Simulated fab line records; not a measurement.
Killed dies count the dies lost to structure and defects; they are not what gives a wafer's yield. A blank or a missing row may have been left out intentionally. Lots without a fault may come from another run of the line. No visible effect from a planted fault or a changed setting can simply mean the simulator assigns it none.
Chamber matching | flow n5_finfet | 4 sister chambers for N5_BEOL_M2_CMP_52 on cmp-01
The step polishes, stops on SiOC, t overpolish 6.8 s, target thk 40 nm. 7 wafers are shown with their chamber, then 7 later ones without.

== WAFERS, EACH WITH ITS CHAMBER ==
wafer  | chamber | motor_current_A (A) | edge_zone_pressure_frac
L082.1 | 0       | 5.5                 | 0.995
L085.6 | 1       | 5.1                 | 0.994
L089.2 | 3       | 7.0                 | 1.005
L089.3 | 1       | 5.3                 | 0.997
L089.5 | 2       | 6.0                 | 1.001
L088.3 | 0       | 5.3                 | 0.997
L088.5 | 2       | 6.4                 | 0.999

== WAFERS WHOSE CHAMBER IS MISSING ==
wafer  | motor_current_A (A) | edge_zone_pressure_frac
L088.6 | 5.1                 | 1.003
L095.2 | 5.1                 | 0.995
L095.4 | 6.3                 | 1.003
L095.5 | 5.6                 | 1.000
L096.3 | 5.2                 | 1.001
L096.4 | 7.6                 | 0.991
L096.5 | 5.9                 | 0.991

== THE CHAMBER EACH PASSED THROUGH ==
wafer  | from the rows above          | in truth
L088.6 | can't be placed: 0 or 1 or 2 | 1
L095.2 | can't be placed: 1 or 0      | 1
L095.4 | can't be placed: 2 or 3      | 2
L095.5 | can't be placed: 0 or 2 or 1 | 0
L096.3 | can't be placed: 0 or 1 or 2 | 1
L096.4 | can't be placed: 2 or 3      | 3
L096.5 | can't be placed: 0 or 1 or 2 | 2
Correctly placed: 0 of 7. From these rows, 7 cannot be placed; in 7 the true chamber is one of the candidates. 0 placed wrongly.
How it was worked out, from the rows above alone: a wafer's distance from a chamber is the root of the sum, over the readings, of the square of ((its reading less the chamber's mean) divided by the reading's scatter). The wafer belongs to the nearest chamber; if the next one is less than 2 further off, it can't be placed. The mean given for a chamber averages the wafers shown for that chamber. How the scatter is found: for the shown wafers, subtract from each reading the mean of its chamber, square and add these, divide the total by (wafers less chambers), then take the root.
